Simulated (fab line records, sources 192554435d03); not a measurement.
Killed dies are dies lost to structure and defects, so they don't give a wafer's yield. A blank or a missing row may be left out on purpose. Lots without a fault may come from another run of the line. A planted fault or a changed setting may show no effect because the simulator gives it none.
A struck lot beside a sound one | flow n5_finfet | 41 steps out of a route of 1938
Sound: wafers L564.3, L564.4, L564.5. Struck: wafers L569.2, L569.3, L569.4. The cause comes at the end.
At each step with rows: each side's tool, then ch and its chambers, then its first start. Under that, the readings that differ: sound wafers | struck wafers | difference of the means | sigmas: that difference in standard deviations of wafers without a fault.
alike: readings whose means differ by less than 2 such deviations, and words and numbers that are the same on both sides. not compared: withheld readings, readings that some wafer has no value for, bounds like >300 that may hide the same value, and numbers for which the record gives no deviation and whose values overlap.
The two part at a step that has a row with sigmas, a row that says differs or no value, or rows on one side only. Numbers that don't overlap but have no deviation are shown without sigmas and don't part them. A reading that every wafer of one side lacks parts them only if that side has two wafers or more.

first, 4 steps without rows for these wafers: N5_BEOL_M4_HM_STRIP_39 (strips TiN in peroxide tin strip, target depth 25 nm, time 158 s); N5_BEOL_M4_SRD_40 (time 30 s); N5_BEOL_M4_PRECLEAN_42 (cleans in residue remover, time 60 s); N5_BEOL_M4_SRD_43 (time 30 s).
N5_BEOL_M4_CD_MEAS_35: target cd 18 nm, target cd y 22.4 nm.
  sound on cd_sem-02, day 9 15:59; struck on cd_sem-03, day 10 22:13
  alike: cd_nm
N5_BEOL_M4_DEGAS_44: time 60 s.
  sound on pvd_sputter-02, day 9 16:12; struck on pvd_sputter-02, day 10 22:22
  alike: heater_power_w, susceptor_temp_C
then, 6 steps without rows for these wafers: N5_BEOL_M4_PRE_CLEAN_45 (time 30 s); N5_BEOL_M4_ALD_84 (deposits TaN, pulse time 2 s, purge time 3 s, co reactant purge time 2 s); N5_BEOL_M4_SURFACE_TREAT_85; N5_BEOL_M4_CVD_47 (deposits Co from CCTBA/H2, target thk 3 nm, time 223.8 s); N5_BEOL_M4_SPUTTER_48 (material Cu, target thk 4.5 nm, time 8.29 s); N5_BEOL_M4_ANNEAL_49 (time 240 s).
N5_BEOL_M4_SPUTTER_79: material Cu, target thk 4.5 nm, time 8.29 s.
  sound on pvd_sputter-02, day 9 17:11; struck on pvd_sputter-02, day 10 23:23
  alike: susceptor_temp_C, throttle_valve_pct
then, 10 steps without rows for these wafers: N5_BEOL_M4_ANNEAL_80 (time 240 s); N5_BEOL_M4_SPUTTER_81 (material Cu, target thk 4.5 nm, time 8.29 s); N5_BEOL_M4_ANNEAL_82 (time 240 s); N5_BEOL_M4_SPUTTER_86 (material Cu, target thk 4.5 nm, time 8.29 s); N5_BEOL_M4_ANNEAL_87 (time 240 s); N5_BEOL_M4_SPUTTER_88 (material Cu, target thk 4.5 nm, time 8.29 s); N5_BEOL_M4_ANNEAL_89 (time 240 s); N5_BEOL_M4_SPUTTER_90 (material Cu, target thk 4.5 nm, time 8.29 s); N5_BEOL_M4_ANNEAL_91 (time 240 s); N5_BEOL_M4_SPUTTER_92 (material Cu, target thk 4.5 nm, time 8.29 s).
N5_BEOL_M4_ANNEAL_93: time 240 s.
  sound on pvd_sputter-02, day 9 18:31; struck on pvd_sputter-02, day 11 00:34
  alike: heater_power_w, susceptor_temp_C
then, 1 step without rows for these wafers: N5_BEOL_M4_SPUTTER_94 (material Cu, target thk 4.5 nm, time 8.29 s).
N5_BEOL_M4_ANNEAL_95: time 240 s.
  sound on pvd_sputter-02, day 9 18:46; struck on pvd_sputter-02, day 11 00:47
  alike: heater_power_w, susceptor_temp_C
then, 2 steps without rows for these wafers: N5_BEOL_M4_SPUTTER_96 (material Cu, target thk 4.5 nm, time 8.29 s); N5_BEOL_M4_ECD_50 (material Cu, target thk 300 nm).
N5_BEOL_M4_ANNEAL_51: time 90 s.
  sound on rtp_anneal-02 ch 0, day 9 19:13; struck on rtp_anneal-01 ch 0, day 11 01:10
  alike: wafer_temp_C_max
then, 5 steps without rows for these wafers: N5_BEOL_M4_CMP_52 (polishes, stops on SiOC, t overpolish 6.8 s, target thk 40 nm); N5_BEOL_M4_PRE_CLEAN_60 (time 15 s); N5_BEOL_M4_CO_CAP_55 (material Co, precursor CCTBA/H2, target thk 2 nm, time 102.1 s); N5_BEOL_M4_PRE_CLEAN_56 (time 15 s); N5_BEOL_M4_DEP_57 (deposits SiCN from 3MS/NH3, target thk 8 nm, time 14 s).
N5_BEOL_M4_RS_MEAS_58: measures by four-point-probe.
  sound on film_metro-01, day 9 20:01; struck on film_metro-01, day 11 01:59
  alike: M4_RS
N5_BEOL_M4_RC_MEAS_101:
  sound on prober-02 ch 0, day 9 20:22; struck on prober-02 ch 0, day 11 02:11
  reading       | sound       | struck      | difference | sigmas
  ION_P (uA/um) | 437 458 453 | 466 476 468 | +21        | +3
  alike: DIBL_N, DIBL_P, IOFF_N, IOFF_P, ION_N, SS_N, SS_P, VT_N, VT_P
then, 2 steps without rows for these wafers: N5_BEOL_M5_ILD_DEP_00 (deposits SiCOH lowk from DEMS/porogen, target thk 140.64 nm, time 25.9 s); N5_BEOL_M5_CURE_79 (cures SiCOH lowk, time 240 s).
N5_BEOL_M5_THK_MEAS_01:
  sound on film_metro-02, day 9 21:36; struck on film_metro-01, day 11 03:34
  alike: M5_ILD_THK
N5_BEOL_M5_PECVD_70: deposits SiO2 from TEOS/O2, target thk 16 nm, time 18 s.
  sound on pecvd-02 ch 0,2, day 9 21:38; struck on pecvd-04 ch 0,2, day 11 03:37
  reading            | sound       | struck      | difference | sigmas
  heater_power_w (W) | 891 883 527 | 561 417 405 | -306       | -2
  alike: showerhead_plenum_p_Torr, susceptor_temp_C, throttle_valve_pct
-- the record jumps here: 4 days lie between the struck wafers' starts before and after (it left off in module BEOL_M5 and takes up again in module PASSIVATION, whose first step shown is number 1936 of the route) --
N5_PASSIVATION_PROBE_49:
  sound on prober-02, day 14 18:27; struck on prober-01, day 15 12:27
  reading                  | sound          | struck         | difference | sigmas
  defect_limited_yield (%) | 88.9 91.1 91.9 | 82.8 80.3 86.9 | -7.3       | -5
  killed_at_M4_up          | 8 13 13        | 140 155 76     | +112       | +20
  killed_dies              | 131 105 96     | 203 233 154    | +86        | +5
  sort_bin_5_function (%)  | 7.0 5.3 5.0    | 10.5 12.1 6.3  | +3.9       | +4
  sort_bin_8_speed (%)     | 0.34 0 0       | 0 0 0          | +0         | -4
  sort_n_pass              | 1045 1075 1084 | 977 947 1026   | -85        | -5
  sort_yield_pct (%)       | 88.6 91.1 91.9 | 82.8 80.3 86.9 | -7.2       | -5
  alike: killed_at_M0_to_M3, killed_at_contacts, killed_at_front_end, killed_at_other, killed_on_rim, killed_open, killed_short, sort_bin_6_memory

WHERE THEY PART
First at N5_BEOL_M4_RC_MEAS_101; last, within this record, at N5_PASSIVATION_PROBE_49.

WHY: what the simulator had put in
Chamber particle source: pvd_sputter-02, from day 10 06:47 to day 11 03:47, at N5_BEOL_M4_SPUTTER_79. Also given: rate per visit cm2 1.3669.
